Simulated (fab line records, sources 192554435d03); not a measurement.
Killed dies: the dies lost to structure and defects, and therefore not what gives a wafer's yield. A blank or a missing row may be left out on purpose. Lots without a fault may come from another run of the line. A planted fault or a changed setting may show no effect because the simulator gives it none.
Lot-split experiment :: flow n5 finfet :: 7 lots, 39 wafers read, on a route of 1938 steps

SPLIT DETAILS
At N5_PASSIVATION_ETCH_54 (etches SiO2 in CHF3/O2, target depth 880 nm, time 440 s), the setting target depth a was moved away from the recipe's 8800 angstrom on 18 of the 39 wafers read, by -50.9% to +21.9%. The other wafers ran this setting at the recipe's value.

The reading is taken at the split's own step.

THE READING
etch.depth nm (the simulator's own value, which no gauge read), in nm, at N5_PASSIVATION_ETCH_54 (etches SiO2 in CHF3/O2, target depth 880 nm, time 440 s). There is no usual value for it anywhere in the file. Average 874.9 nm, standard deviation 17 nm, over the 21 wafers here run with the recipe.

wafer: L076.1
tool, chamber at the split: rie diel-04, 0
target depth a as run, angstrom: 8800
against the recipe: recipe
etch.depth nm, nm: 888
against lot-mates on the recipe: -

wafer: L076.2
tool, chamber at the split: rie diel-04, 2
target depth a as run, angstrom: 8800
against the recipe: recipe
etch.depth nm, nm: 850.4
against lot-mates on the recipe: -

wafer: L076.3
tool, chamber at the split: rie diel-04, 3
target depth a as run, angstrom: 8800
against the recipe: recipe
etch.depth nm, nm: 903.4
against lot-mates on the recipe: -

wafer: L076.4
tool, chamber at the split: rie diel-04, 1
target depth a as run, angstrom: 7093
against the recipe: -19.4%
etch.depth nm, nm: 696.3
against lot-mates on the recipe: -184.3

wafer: L076.5
tool, chamber at the split: rie diel-04, 2
target depth a as run, angstrom: 7093
against the recipe: -19.4%
etch.depth nm, nm: 691.9
against lot-mates on the recipe: -188.7

wafer: L076.6
tool, chamber at the split: rie diel-04, 3
target depth a as run, angstrom: 7093
against the recipe: -19.4%
etch.depth nm, nm: 725.5
against lot-mates on the recipe: -155.1

wafer: L077.1
tool, chamber at the split: rie diel-04, 3
target depth a as run, angstrom: 7007
against the recipe: -20.4%
etch.depth nm, nm: 717.5
against lot-mates on the recipe: -142.6

wafer: L077.2
tool, chamber at the split: rie diel-04, 2
target depth a as run, angstrom: 8800
against the recipe: recipe
etch.depth nm, nm: 850.8
against lot-mates on the recipe: -

wafer: L077.3
tool, chamber at the split: rie diel-04, 1
target depth a as run, angstrom: 8800
against the recipe: recipe
etch.depth nm, nm: 853.2
against lot-mates on the recipe: -

wafer: L077.4
tool, chamber at the split: rie diel-04, 0
target depth a as run, angstrom: 8800
against the recipe: recipe
etch.depth nm, nm: 876.4
against lot-mates on the recipe: -

wafer: L077.5
tool, chamber at the split: rie diel-04, 2
target depth a as run, angstrom: 7007
against the recipe: -20.4%
etch.depth nm, nm: 676.6
against lot-mates on the recipe: -183.5

wafer: L077.6
tool, chamber at the split: rie diel-04, 1
target depth a as run, angstrom: 7007
against the recipe: -20.4%
etch.depth nm, nm: 679.5
against lot-mates on the recipe: -180.6

wafer: L078.1
tool, chamber at the split: rie diel-06, 3
target depth a as run, angstrom: 10730
against the recipe: +21.9%
etch.depth nm, nm: 1098
against lot-mates on the recipe: +204.5

wafer: L078.2
tool, chamber at the split: rie diel-06, 2
target depth a as run, angstrom: 8800
against the recipe: recipe
etch.depth nm, nm: 892.9
against lot-mates on the recipe: -

wafer: L078.3
tool, chamber at the split: rie diel-06, 0
target depth a as run, angstrom: 8800
against the recipe: recipe
etch.depth nm, nm: 892.2
against lot-mates on the recipe: -

wafer: L078.4
tool, chamber at the split: rie diel-06, 1
target depth a as run, angstrom: 10730
against the recipe: +21.9%
etch.depth nm, nm: 1105
against lot-mates on the recipe: +211.5

wafer: L078.5
tool, chamber at the split: rie diel-06, 3
target depth a as run, angstrom: 10730
against the recipe: +21.9%
etch.depth nm, nm: 1093
against lot-mates on the recipe: +199.5

wafer: L078.6
tool, chamber at the split: rie diel-06, 2
target depth a as run, angstrom: 8800
against the recipe: recipe
etch.depth nm, nm: 895.4
against lot-mates on the recipe: -

wafer: L080.1
tool, chamber at the split: rie diel-06, 3
target depth a as run, angstrom: 8800
against the recipe: recipe
etch.depth nm, nm: 892.2
against lot-mates on the recipe: -

wafer: L080.2
tool, chamber at the split: rie diel-06, 2
target depth a as run, angstrom: 8800
against the recipe: recipe
etch.depth nm, nm: 892.3
against lot-mates on the recipe: -

wafer: L080.3
tool, chamber at the split: rie diel-06, 0
target depth a as run, angstrom: 10670
against the recipe: +21.2%
etch.depth nm, nm: 1067
against lot-mates on the recipe: +175.9

wafer: L080.4
tool, chamber at the split: rie diel-06, 1
target depth a as run, angstrom: 10670
against the recipe: +21.2%
etch.depth nm, nm: 1091
against lot-mates on the recipe: +199.9

wafer: L080.5
tool, chamber at the split: rie diel-06, 3
target depth a as run, angstrom: 10670
against the recipe: +21.2%
etch.depth nm, nm: 1090
against lot-mates on the recipe: +198.9

wafer: L080.6
tool, chamber at the split: rie diel-06, 2
target depth a as run, angstrom: 8800
against the recipe: recipe
etch.depth nm, nm: 888.9
against lot-mates on the recipe: -

wafer: L092.1
tool, chamber at the split: rie diel-01, 2
target depth a as run, angstrom: 8800
against the recipe: recipe
etch.depth nm, nm: 859.9
against lot-mates on the recipe: -

wafer: L092.2
tool, chamber at the split: rie diel-01, 3
target depth a as run, angstrom: 7320
against the recipe: -16.8%
etch.depth nm, nm: 743.1
against lot-mates on the recipe: -127.0

wafer: L092.3
tool, chamber at the split: rie diel-01, 1
target depth a as run, angstrom: 7320
against the recipe: -16.8%
etch.depth nm, nm: 729.9
against lot-mates on the recipe: -140.2

wafer: L092.4
tool, chamber at the split: rie diel-01, 0
target depth a as run, angstrom: 7320
against the recipe: -16.8%
etch.depth nm, nm: 727.8
against lot-mates on the recipe: -142.3

wafer: L092.5
tool, chamber at the split: rie diel-01, 1
target depth a as run, angstrom: 8800
against the recipe: recipe
etch.depth nm, nm: 879.4
against lot-mates on the recipe: -

wafer: L092.6
tool, chamber at the split: rie diel-01, 0
target depth a as run, angstrom: 8800
against the recipe: recipe
etch.depth nm, nm: 871
against lot-mates on the recipe: -

wafer: L095.1
tool, chamber at the split: rie diel-04, 2
target depth a as run, angstrom: 4324
against the recipe: -50.9%
etch.depth nm, nm: 417.3
against lot-mates on the recipe: -454.1

wafer: L095.2
tool, chamber at the split: rie diel-04, 0
target depth a as run, angstrom: 8800
against the recipe: recipe
etch.depth nm, nm: 867.3
against lot-mates on the recipe: -

wafer: L095.3
tool, chamber at the split: rie diel-04, 3
target depth a as run, angstrom: 8800
against the recipe: recipe
etch.depth nm, nm: 887.4
against lot-mates on the recipe: -

wafer: L095.4
tool, chamber at the split: rie diel-04, 1
target depth a as run, angstrom: 4324
against the recipe: -50.9%
etch.depth nm, nm: 420.1
against lot-mates on the recipe: -451.3

wafer: L095.5
tool, chamber at the split: rie diel-04, 0
target depth a as run, angstrom: 8800
against the recipe: recipe
etch.depth nm, nm: 859.6
against lot-mates on the recipe: -

wafer: L095.6
tool, chamber at the split: rie diel-04, 3
target depth a as run, angstrom: 4324
against the recipe: -50.9%
etch.depth nm, nm: 434.2
against lot-mates on the recipe: -437.2

wafer: L096.1
tool, chamber at the split: rie diel-04, 0
target depth a as run, angstrom: 8800
against the recipe: recipe
etch.depth nm, nm: 854.3
against lot-mates on the recipe: -

wafer: L096.2
tool, chamber at the split: rie diel-04, 1
target depth a as run, angstrom: 8800
against the recipe: recipe
etch.depth nm, nm: 853.9
against lot-mates on the recipe: -

wafer: L096.6
tool, chamber at the split: rie diel-04, 0
target depth a as run, angstrom: 8800
against the recipe: recipe
etch.depth nm, nm: 864.3
against lot-mates on the recipe: -

THE FIT
A straight line over all 39 wafers: etch.depth nm changes by +9.15 nm for each +1% of target depth a; r = +1.00; the points scatter about the line by 17 nm.
The same after taking each lot's own level away (the mean of its wafers on the recipe; 39 wafers): +8.85 nm for each +1%; r = +1.00; scatter 13 nm.
Per that fit: largest target depth a move, reading shift of 4.5e+02 nm.
Measured against the standard deviation above, the lots' own levels, which go from 857.50 to 893.50 nm, span 2.1 times it.
Consequently the slope shifts little with the lot-to-lot level, the two slopes agreeing.
Check: with one of the wafers moved furthest among these (-50.9%) left out of the fit, the line predicts -446 nm for it against its lot-mates. Against them it came out at -454 nm.

OTHER SPLITS APPLIED TO THESE WAFERS
These wafers also went through other splits before the reading. Each is held against what the fit with the lots' levels taken away leaves over:
other split on the same wafers: N5_BEOL_M12_TRENCH_ETCH_34 time s
wafers away from the commonest value: 15
r with etch.depth nm (lot level and that fit taken away): +0.00

other split on the same wafers: N5_PASSIVATION_ETCH_59 time s
wafers away from the commonest value: 18
r with etch.depth nm (lot level and that fit taken away): -0.11

THE WHOLE CHAIN: every reading that the file lists as answering this split, in the file's order
step: N5_PASSIVATION_ETCH_54
what it does: etches SiO2 in CHF3/O2, target depth 880 nm, time 440 s
reading: PASSIVATION.feature depth nm (the simulator's own value, which no gauge read)
change (the file's fit): +8.81 nm for each +1% of the setting
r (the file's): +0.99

step: N5_PASSIVATION_ETCH_54
what it does: etches SiO2 in CHF3/O2, target depth 880 nm, time 440 s
reading: etch.depth nm (the simulator's own value, which no gauge read)
change (the file's fit): +8.81 nm for each +1% of the setting
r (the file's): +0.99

FILE'S OWN FIT
etch.depth nm changes by +8.81 nm for each +1% of target depth a, r = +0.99.
